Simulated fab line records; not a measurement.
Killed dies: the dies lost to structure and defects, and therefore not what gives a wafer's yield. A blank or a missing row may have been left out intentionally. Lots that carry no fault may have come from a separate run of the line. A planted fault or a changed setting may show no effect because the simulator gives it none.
Split-lot study ; flow n5Finfet ; route with 1938 steps; 7 lots, 21 wafers read

SPLIT DETAILS
At N5_BEOL_M13_ILD_DEP_00 (deposits SiOC from DEMS/O2, target thk 837.92 nm, time 166.4 s), the setting timeS was moved away from the recipe's 166.4 s on 6 of the 21 wafers read, by -13.9% to +11.5%. All remaining wafers had this setting at the recipe value.

No step appears in the file between the split and the reading.

THE READING
M13_ILD_THK at N5_BEOL_M13_THK_MEAS_01, in nm. A value of 836 nm with a standard deviation of 11 nm is what fault-free wafers of this fab line usually give.

wafer;tool, chamber at the split;timeS as run, s;against the recipe;M13_ILD_THK, nm;against lot-mates on the recipe
L077.1;pecvd-02, 1;166.4;recipe;831;-
L077.4;pecvd-02, 0;183.3;+10.2%;934;+94
L077.6;pecvd-02, 2;166.4;recipe;848;-
L079.3;pecvd-02, 1;166.4;recipe;853;-
L079.5;pecvd-02, 2;166.4;recipe;865;-
L079.6;pecvd-02, 0;166.4;recipe;854;-
L080.2;pecvd-02, 0;166.4;recipe;835;-
L080.3;pecvd-02, 1;166.4;recipe;836;-
L080.4;pecvd-02, 0;166.4;recipe;846;-
L083.3;pecvd-02, 0;143.3;-13.9%;721;no lot-mate on the recipe
L083.4;pecvd-02, 2;143.3;-13.9%;722;no lot-mate on the recipe
L083.5;pecvd-02, 0;143.3;-13.9%;728;no lot-mate on the recipe
L085.1;pecvd-03, 0;166.4;recipe;822;-
L085.5;pecvd-03, 2;146.3;-12.1%;740;-90
L085.6;pecvd-03, 0;166.4;recipe;839;-
L088.1;pecvd-02, 2;166.4;recipe;832;-
L088.5;pecvd-02, 2;166.4;recipe;840;-
L088.6;pecvd-02, 0;166.4;recipe;841;-
L090.1;pecvd-04, 1;166.4;recipe;827;-
L090.3;pecvd-04, 2;166.4;recipe;833;-
L090.4;pecvd-04, 0;185.5;+11.5%;926;+96

THE FIT
A straight line over all 21 wafers: M13_ILD_THK changes by +8.34 nm for each +1% of timeS; r = +0.98; the points scatter about the line by 10 nm.
The same after taking each lot's own level away (the mean of its wafers on the recipe; 18 wafers): +8.26 nm for each +1%; r = +0.99; scatter 6.6 nm.
That fit puts the effect of the largest move of timeS on the reading at 1.1e+02 nm.
The span of the lots' own levels, 830.0 to 857.3 nm, comes to 2.5 times the standard deviation stated above.
Hence the lot-to-lot level has little effect on the slope; both slopes agree.
Check: -106 nm against its lot-mates is what the line predicts for one of the wafers moved furthest among these (-12.1%) when that wafer is left out of the fit. It came out at -90.5 nm against them.

THESE WAFERS: OTHER SPLITS
Other splits were also applied to these wafers ahead of the reading. Each is held against what the fit with the lots' levels taken away leaves over:
other split on the same wafers;wafers away from the commonest value;r with M13_ILD_THK (lot level and that fit taken away)
N5_BEOL_M8_ETCH_72 h2FlowSccm;7;+0.13
N5_BEOL_M9_EXPOSE_25 doseMj;4;+0.25
N5_BEOL_M9_ETCH_66 timeS;10;+0.01
N5_BEOL_M10_EXPOSE_25 doseMj;7;-0.11
N5_BEOL_M10_PEB_26 pebTimeS;4;-0.16
N5_BEOL_M12_ILD_DEP_00 timeS;8;-0.63

THE WHOLE CHAIN: every reading that the file lists as answering this split, in the file's order
step;what it does;reading;change (the file's fit);r (the file's)
N5_BEOL_M13_ILD_DEP_00;deposits SiOC from DEMS/O2, target thk 837.92 nm, time 166.4 s;SiOC_of_BEOL_M13_ILD_DEP_00.thkNm (the simulator's own value, which no gauge read);+8.25 nm for each +1% of the setting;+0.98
N5_BEOL_M13_THK_MEAS_01;;M13_ILD_THK;+8.27 for each +1% of the setting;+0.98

THE FILE'S OWN FIT
M13_ILD_THK changes by +8.27 nm for each +1% of timeS, r = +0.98.
